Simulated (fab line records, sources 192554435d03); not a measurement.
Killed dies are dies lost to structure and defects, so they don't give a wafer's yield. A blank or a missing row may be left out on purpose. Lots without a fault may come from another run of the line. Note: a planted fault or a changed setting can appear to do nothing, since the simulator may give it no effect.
Split-lot trial | flow n5-finfet | on a route of 1938 steps: 7 lots, 39 wafers read

== THE SPLIT ==
At N5_MOL_CONTACT_COAG_ALD_133 (deposits SiO2, target thk 5 nm, pulse time 1 s, co reactant pulse time 1 s), the setting ald-cycles was moved away from the recipe's 35 on 12 of the 39 wafers read, by -51.4% to +22.9%. This setting was run at the recipe's value on the other wafers.

The reading is taken at the split's own step.

== THE READING ==
SiO2_of_MOL_CONTACT_COAG_ALD_133.thk-nm (the simulator's own value, which no gauge read), in nm, at N5_MOL_CONTACT_COAG_ALD_133 (deposits SiO2, target thk 5 nm, pulse time 1 s, co reactant pulse time 1 s). The file does not state a usual value for it.

wafer  | tool, chamber at the split | ald-cycles as run | against the recipe | SiO2_of_MOL_CONTACT_COAG_ALD_133.thk-nm, nm | against lot-mates on the recipe
L074.1 | ald-sin-03, 0,2,3          | 35                | recipe             | 5                                           | -
L074.5 | ald-sin-03, 0,2,3          | 35                | recipe             | 5                                           | -
L074.6 | ald-sin-03, 0,2,3          | 35                | recipe             | 5                                           | -
L074.2 | ald-sin-03, 3,1,2          | 17                | -51.4%             | 2.4                                         | -2.6
L074.3 | ald-sin-03, 3,1,2          | 17                | -51.4%             | 2.4                                         | -2.6
L074.4 | ald-sin-03, 3,1,2          | 17                | -51.4%             | 2.4                                         | -2.6
L083.1 | ald-sin-01, 3,1,2          | 35                | recipe             | 5                                           | -
L083.2 | ald-sin-01, 3,1,2          | 35                | recipe             | 5                                           | -
L083.6 | ald-sin-01, 3,1,2          | 35                | recipe             | 5                                           | -
L083.3 | ald-sin-01, 0,2,3          | 43                | +22.9%             | 6.2                                         | +1.2
L083.4 | ald-sin-01, 0,2,3          | 43                | +22.9%             | 6.2                                         | +1.2
L083.5 | ald-sin-01, 0,2,3          | 43                | +22.9%             | 6.2                                         | +1.2
L084.1 | ald-sin-01, 1,2,3,0,0,3    | 35                | recipe             | 5                                           | -
L084.2 | ald-sin-01, 1,2,3,0,0,3    | 35                | recipe             | 5                                           | -
L084.3 | ald-sin-01, 1,2,3,0,0,3    | 35                | recipe             | 5                                           | -
L084.4 | ald-sin-01, 1,2,3,0,0,3    | 35                | recipe             | 5                                           | -
L084.5 | ald-sin-01, 1,2,3,0,0,3    | 35                | recipe             | 5                                           | -
L084.6 | ald-sin-01, 1,2,3,0,0,3    | 35                | recipe             | 5                                           | -
L085.1 | ald-sin-04, 3,0,3          | 22                | -37.1%             | 3.2                                         | -1.8
L085.3 | ald-sin-04, 3,0,3          | 22                | -37.1%             | 3.2                                         | -1.8
L085.5 | ald-sin-04, 3,0,3          | 22                | -37.1%             | 3.2                                         | -1.8
L085.2 | ald-sin-04, 2,1,2          | 35                | recipe             | 5                                           | -
L085.4 | ald-sin-04, 2,1,2          | 35                | recipe             | 5                                           | -
L085.6 | ald-sin-04, 2,1,2          | 35                | recipe             | 5                                           | -
L087.1 | ald-sin-03, 0,3,1,2,2,1    | 35                | recipe             | 5                                           | -
L087.2 | ald-sin-03, 0,3,1,2,2,1    | 35                | recipe             | 5                                           | -
L087.3 | ald-sin-03, 0,3,1,2,2,1    | 35                | recipe             | 5                                           | -
L087.4 | ald-sin-03, 0,3,1,2,2,1    | 35                | recipe             | 5                                           | -
L087.5 | ald-sin-03, 0,3,1,2,2,1    | 35                | recipe             | 5                                           | -
L087.6 | ald-sin-03, 0,3,1,2,2,1    | 35                | recipe             | 5                                           | -
L090.2 | ald-sin-01, 3,0,2          | 35                | recipe             | 5                                           | -
L090.3 | ald-sin-01, 3,0,2          | 35                | recipe             | 5                                           | -
L090.5 | ald-sin-01, 3,0,2          | 35                | recipe             | 5                                           | -
L094.1 | ald-sin-03, 0,1,2          | 35                | recipe             | 5                                           | -
L094.4 | ald-sin-03, 0,1,2          | 35                | recipe             | 5                                           | -
L094.5 | ald-sin-03, 0,1,2          | 35                | recipe             | 5                                           | -
L094.2 | ald-sin-03, 2,1            | 19                | -45.7%             | 2.8                                         | -2.2
L094.6 | ald-sin-03, 2,1            | 19                | -45.7%             | 2.8                                         | -2.2
L094.3 | ald-sin-03, 3              | 19                | -45.7%             | 2.6                                         | -2.4
Where a row lists several chambers, the file gives one row for several wafers and doesn't say which wafer went through which chamber.

FIT RESULTS
A straight line over all 39 wafers: SiO2_of_MOL_CONTACT_COAG_ALD_133.thk-nm changes by +0.0501 nm for each +1% of ald-cycles; r = +1.00; the points scatter about the line by 0.036 nm.
The same after taking each lot's own level away (the mean of its wafers on the recipe; 39 wafers): +0.0501 nm for each +1%; r = +1.00; scatter 0.036 nm.
That fit puts the effect of the largest move of ald-cycles on the reading at 2.6 nm.
The lots' own levels span 5.00 to 5.00 nm.
The two slopes are in agreement: the lot-to-lot level therefore moves the slope only a little.
Check: with one of the wafers moved furthest among these (-51.4%) left out of the fit, the line predicts -2.56 nm for it against its lot-mates. It came out at -2.6 nm against them.

== THESE WAFERS: OTHER SPLITS ==
Note: prior to the reading, these wafers also went through further splits. Each is held against what the fit with the lots' levels taken away leaves over:
other split on the same wafers | wafers away from the commonest value | r with SiO2_of_MOL_CONTACT_COAG_ALD_133.thk-nm (lot level and that fit taken away)
N5_FIN_CUT_CUT_ETCH_15 time-s  | 15                                   | +0.13

== FILE'S OWN FIT ==
SiO2_of_MOL_CONTACT_COAG_ALD_133.thk-nm changes by +0.05 nm for each +1% of ald-cycles, r = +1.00.
